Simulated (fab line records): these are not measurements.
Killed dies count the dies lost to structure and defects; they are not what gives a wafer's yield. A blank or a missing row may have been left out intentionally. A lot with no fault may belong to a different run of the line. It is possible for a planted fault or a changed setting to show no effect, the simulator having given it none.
Which tool is to blame?	flow n5_finfet	24 wafers from 8 lots sampled at 8 of the route's 1938 steps

== WHAT THE GAUGES SHOWED, per wafer ==
N5_BEOL_M4_RC_MEAS_101. Usual: DIBL_N 36.1 mV/V, standard deviation 1.3; DIBL_P 36.1 mV/V, standard deviation 1.7; IOFF_N 0.154 nA/um, standard deviation 0.022; IOFF_P 0.201 nA/um, standard deviation 0.024; ION_N 675 uA/um, standard deviation 8.9; ION_P 462 uA/um, standard deviation 5.9; SS_N 71.5 mV/dec, standard deviation 0.49; SS_P 73.3 mV/dec, standard deviation 0.58; VT_N 250.0 mV, standard deviation 2.7; VT_P -251.3 mV, standard deviation 2.7.
lot	measured	on	DIBL_N (mV/V)	DIBL_P (mV/V)	IOFF_N (nA/um)	IOFF_P (nA/um)	ION_N (uA/um)	ION_P (uA/um)	SS_N (mV/dec)	SS_P (mV/dec)	VT_N (mV)	VT_P (mV)	flag
L813	day 8 02:34	prober-01	36.8 36.0 37.6	37.7 36.4 38.3	0.168 0.146 0.165	0.185 0.172 0.184	678 662 676	452 452 448	72.2 71.3 72.1	73.7 73.7 73.5	250.7 251.7 250.3	-254.7 -253.2 -254.9	
L815	day 8 19:33	prober-01	36.1 35.2 34.5	37.1 35.6 35.4	0.179 0.158 0.144	0.224 0.199 0.200	685 682 669	463 461 465	71.1 71.2 71.1	73.4 73.2 73.5	247.2 248.8 252.7	-246.5 -250.6 -250.5	
L822	day 11 19:52	prober-02	36.7 34.8 35.8	37.2 33.9 36.8	0.167 0.126 0.159	0.223 0.174 0.221	682 671 686	467 460 473	71.5 70.7 71.5	73.8 72.4 73.1	245.8 251.2 247.0	-248.0 -251.6 -249.2	
L825	day 11 21:38	prober-02	36.6 36.9 36.5	35.2 35.6 35.4	0.166 0.167 0.162	0.215 0.219 0.207	678 681 685	455 465 461	71.7 71.5 71.4	73.0 73.0 73.1	246.1 246.6 246.0	-251.5 -250.9 -250.9	
L826	day 12 03:42	prober-02	36.6 36.5 36.6	36.4 36.1 36.7	0.151 0.146 0.154	0.210 0.202 0.210	669 671 680	463 459 464	71.4 71.2 71.6	73.1 73.2 72.8	252.1 249.7 247.6	-252.0 -251.8 -253.2	
L832	day 13 05:51	prober-01	36.3 36.2 37.9	37.0 36.7 38.0	0.169 0.165 0.194	0.199 0.196 0.216	683 672 690	464 453 465	71.6 71.1 71.3	73.0 73.2 73.8	247.2 248.2 245.6	-252.2 -250.7 -248.9	
L833	day 14 07:29	prober-02	38.7 37.4 36.1	39.5 38.0 36.4	0.196 0.174 0.147	0.268 0.247 0.211	696 681 670	478 470 464	72.4 72.2 71.9	73.9 73.6 73.0	244.5 245.3 251.1	-245.7 -248.8 -247.4	
L834	day 14 10:37	prober-01	35.0 35.0 35.9	35.5 36.1 36.4	0.129 0.136 0.141	0.156 0.168 0.169	667 678 677	456 460 462	71.1 71.8 72.3	73.3 72.9 73.3	251.5 249.9 250.5	-255.6 -253.4 -256.6	

N5_BEOL_M15_THK_MEAS_50: measures by xrf. Usual: M15_THK gives 849 nm (standard deviation 15).
lot	measured	on	M15_THK (nm)	flag
L813	day 11 17:48	film_metro-02	877 867 860	
L815	day 13 13:05	film_metro-02	837 848 862	
L822	day 15 16:49	film_metro-01	1841 1845 1851	OFF
L825	day 15 17:16	film_metro-02	1888 1880 1859	OFF
L826	day 15 19:22	film_metro-01	1860 1831 1863	OFF
L832	day 17 02:11	film_metro-01	857 857 852	
L833	day 18 05:59	film_metro-02	824 852 835	
L834	day 18 14:38	film_metro-02	863 882 863	

N5_BEOL_M15_RS_MEAS_54: measurement is done with a four-point probe. Usual: M15_RS gives 0.0216 ohm/sq (standard deviation 0.00035).
lot	measured	on	M15_RS (ohm/sq)	flag
L813	day 11 17:56	film_metro-01	0.0211 0.0213 0.0214	
L815	day 13 13:13	film_metro-01	0.0219 0.0217 0.0213	
L822	day 15 16:56	film_metro-01	0.0093 0.0094 0.0093	OFF
L825	day 15 17:25	film_metro-02	0.0091 0.0091 0.0092	OFF
L826	day 15 19:29	film_metro-02	0.0092 0.0093 0.0092	OFF
L832	day 17 02:21	film_metro-02	0.0213 0.0215 0.0213	
L833	day 18 06:09	film_metro-02	0.0221 0.0215 0.0219	
L834	day 18 14:46	film_metro-02	0.0215 0.0211 0.0216	

N5_BEOL_M15_INSPECT_55: inspects for defects (darkfield). Usual: raw_defect_count reads 69 (standard deviation 24).
lot	measured	on	raw_defect_count	flag
L813	day 11 17:58	defect_inspect-02	96 100 87	
L815	day 13 13:15	defect_inspect-01	49 51 31	
L822	day 15 16:58	defect_inspect-02	6371 6446 6499	OFF
L825	day 15 17:26	defect_inspect-01	6279 6486 6376	OFF
L826	day 15 19:31	defect_inspect-02	6429 6462 6341	OFF
L832	day 17 02:23	defect_inspect-02	113 104 89	
L833	day 18 06:10	defect_inspect-02	50 82 65	
L834	day 18 14:47	defect_inspect-02	97 73 54	

== EACH LOT AND THE TOOL THAT RAN IT (in order: tool; ch and the chambers of the sampled wafers; start) ==
lot	N5_BEOL_M15_ETCH_61	N5_BEOL_M15_STRIP_36	N5_BEOL_M15_SPUTTER_44	N5_BEOL_M15_CMP_49
L813	rie_diel-03 ch 0,2,3, day 11 15:41	rie_diel-03 ch 2,3, day 11 16:10	pvd_sputter-03, day 11 16:41	cmp-01 ch 0,3, day 11 17:33
L815	rie_diel-03 ch 0,1,3, day 12 21:00	rie_diel-03 ch 1,2, day 13 00:20	pvd_sputter-02, day 13 01:20	cmp-01 ch 0,3, day 13 12:50
L822	rie_diel-05 ch 1,3, day 15 14:25	rie_diel-03 ch 0,1,2, day 15 14:52	pvd_sputter-03, day 15 15:47	cmp-01 ch 0,3, day 15 16:31
L825	rie_diel-04 ch 0,1,3, day 15 14:37	rie_diel-05 ch 0,2,3, day 15 14:57	pvd_sputter-02, day 15 15:51	cmp-02 ch 0,1,3, day 15 17:00
L826	rie_diel-04 ch 0,1, day 15 14:52	rie_diel-03 ch 1,2, day 15 17:32	pvd_sputter-02, day 15 18:19	cmp-02 ch 1,2, day 15 19:06
L832	rie_diel-03 ch 1,2, day 16 22:49	rie_diel-03 ch 1,2, day 17 00:10	pvd_sputter-02, day 17 00:54	cmp-01 ch 0,1,3, day 17 01:54
L833	rie_diel-04 ch 1,2,3, day 18 01:56	rie_diel-04 ch 2,3, day 18 04:04	pvd_sputter-01, day 18 04:56	cmp-01 ch 1,2, day 18 05:41
L834	rie_diel-03 ch 1,2,3, day 18 08:37	rie_diel-04 ch 0,3, day 18 12:40	pvd_sputter-02, day 18 13:25	cmp-01 ch 0,2,3, day 18 14:25
- N5_BEOL_M15_ETCH_61: etches BARC in N2/H2, target depth 89 nm, overetch 26.7 nm, time 67.9 s.
- N5_BEOL_M15_STRIP_36: strips in O2.
- N5_BEOL_M15_SPUTTER_44: material Ta, target thk 15 nm, time 24.19 s.
- N5_BEOL_M15_CMP_49: polishes, stops on SiO2, t overpolish 4.9 s, target thk 850 nm.

== AS READ BY THE TOOLS THEMSELVES (means over the sampled wafers that have a number; for cases with no such wafer, the mark the record gives instead) ==
N5_BEOL_M15_ETCH_61. Usual: bias_w 150.0 W, standard deviation 0.45; drypump_motor_current_A 5.8 A, standard deviation 0.39; oes_product_au 0.64 a.u., standard deviation 0.059; rf_vpp_V 524.2 V, standard deviation 2.2; showerhead_plenum_p_Torr 2.56 Torr, standard deviation 0.073; throttle_valve_pct 17.97 %, standard deviation 0.17.
lot	tool	bias_w (W)	drypump_motor_current_A (A)	oes_product_au (a.u.)	rf_vpp_V (V)	showerhead_plenum_p_Torr (Torr)	throttle_valve_pct (%)	flag
L813	rie_diel-03	149.7	5.8	0.61	523.9	2.51	17.91	
L815	rie_diel-03	150.5	6.0	0.63	523.3	2.50	17.96	
L822	rie_diel-05	149.9	5.7	0.64	527.6	2.66	18.00	
L825	rie_diel-04	150.3	6.0	0.63	524.2	2.57	17.97	
L826	rie_diel-04	150.0	5.7	0.66	526.0	2.62	17.91	
L832	rie_diel-03	150.0	5.8	0.65	521.9	2.47	17.91	
L833	rie_diel-04	150.0	6.4	0.66	523.0	2.51	17.94	
L834	rie_diel-03	150.2	5.7	0.68	521.0	2.48	17.85	

N5_BEOL_M15_STRIP_36. Usual: drypump_motor_current_A 5.9 A, standard deviation 0.41; oes_product_au 0.75 a.u., standard deviation 0.073; rf_vpp_V 3.7 V, standard deviation 0.91; showerhead_plenum_p_Torr 2.10 Torr, standard deviation 0.056; temp_c 59.99 C, standard deviation 0.11; throttle_valve_pct 16.73 %, standard deviation 0.15.
lot	tool	drypump_motor_current_A (A)	oes_product_au (a.u.)	rf_vpp_V (V)	showerhead_plenum_p_Torr (Torr)	temp_c (C)	throttle_valve_pct (%)	flag
L813	rie_diel-03	5.5	0.69	4.0	2.07	60.12	16.76	
L815	rie_diel-03	5.7	0.76	3.5	2.07	60.00	16.62	
L822	rie_diel-03	6.0	0.74	3.3	2.05	59.99	16.67	
L825	rie_diel-05	5.5	0.74	3.6	2.14	59.96	16.88	
L826	rie_diel-03	5.6	0.74	4.1	2.06	59.88	16.65	
L832	rie_diel-03	5.8	0.77	3.9	2.04	60.13	16.64	
L833	rie_diel-04	6.5	0.86	4.2	2.06	59.95	16.46	
L834	rie_diel-04	6.1	0.70	4.0	2.11	60.04	16.75	

N5_BEOL_M15_SPUTTER_44. Usual: throttle_valve_pct reads 29.5 % (standard deviation 0.96).
lot	tool	throttle_valve_pct (%)	flag
L813	pvd_sputter-03	30.4	
L815	pvd_sputter-02	28.5	
L822	pvd_sputter-03	29.7	
L825	pvd_sputter-02	28.4	
L826	pvd_sputter-02	28.8	
L832	pvd_sputter-02	28.9	
L833	pvd_sputter-01	29.7	
L834	pvd_sputter-02	29.5	

N5_BEOL_M15_CMP_49. Usual: barrier_field_endpoint_s 11.28 s, standard deviation 0.25; clearing_platen_down_force_psi 2.000 psi, standard deviation 0.0041; motor_current_A 8.3 A, standard deviation 0.68; overpolish_run_s 4.900 s, standard deviation 0.0086; pad_life_wafers 1250, standard deviation 680.
lot	tool	barrier_field_endpoint_s (s)	clearing_platen_down_force_psi (psi)	motor_current_A (A)	overpolish_run_s (s)	pad_life_wafers	flag
L813	cmp-01	11.47	1.998	8.1	4.907	230	
L815	cmp-01	11.59	2.001	8.0	4.903	674	
L822	cmp-01	-	-	-	-	-	OFF
L825	cmp-02	-	-	-	-	-	OFF
L826	cmp-02	-	-	-	-	-	OFF
L832	cmp-01	11.22	1.997	8.2	4.906	1381	
L833	cmp-01	11.12	2.000	8.3	4.896	1620	
L834	cmp-01	11.37	2.000	8.3	4.897	1712	

== THE ANSWER, worked out from the rows above alone ==
Rule: lot off if the mean of its wafers having a number is beyond 3 standard deviations from the usual mean. A lot without any number at a reading at which 4 lots or more have one is off too. Any other lot the step has rows for is counted as sound. The gauges are gone through in route order, then the tools' own readings, and for those a lot's mean is taken as printed above. At the first step where some lot is off, the reading lying furthest off is the one used; lots without a number count as furthest.
Off: L822, L825, L826, at N5_BEOL_M15_THK_MEAS_50 (M15_THK).
If a tool, at a process step before that reading, ran all the lots that are off and no sound lot after the first of them, it fits. Not tried: the gauges at N5_BEOL_M15_THK_MEAS_50; whatever is off there is also off at N5_BEOL_M15_INSPECT_55, on other tools, and gauge error can't account for it. No candidate that was tried fits.

== WHAT THE SIMULATOR HAD INSERTED ==
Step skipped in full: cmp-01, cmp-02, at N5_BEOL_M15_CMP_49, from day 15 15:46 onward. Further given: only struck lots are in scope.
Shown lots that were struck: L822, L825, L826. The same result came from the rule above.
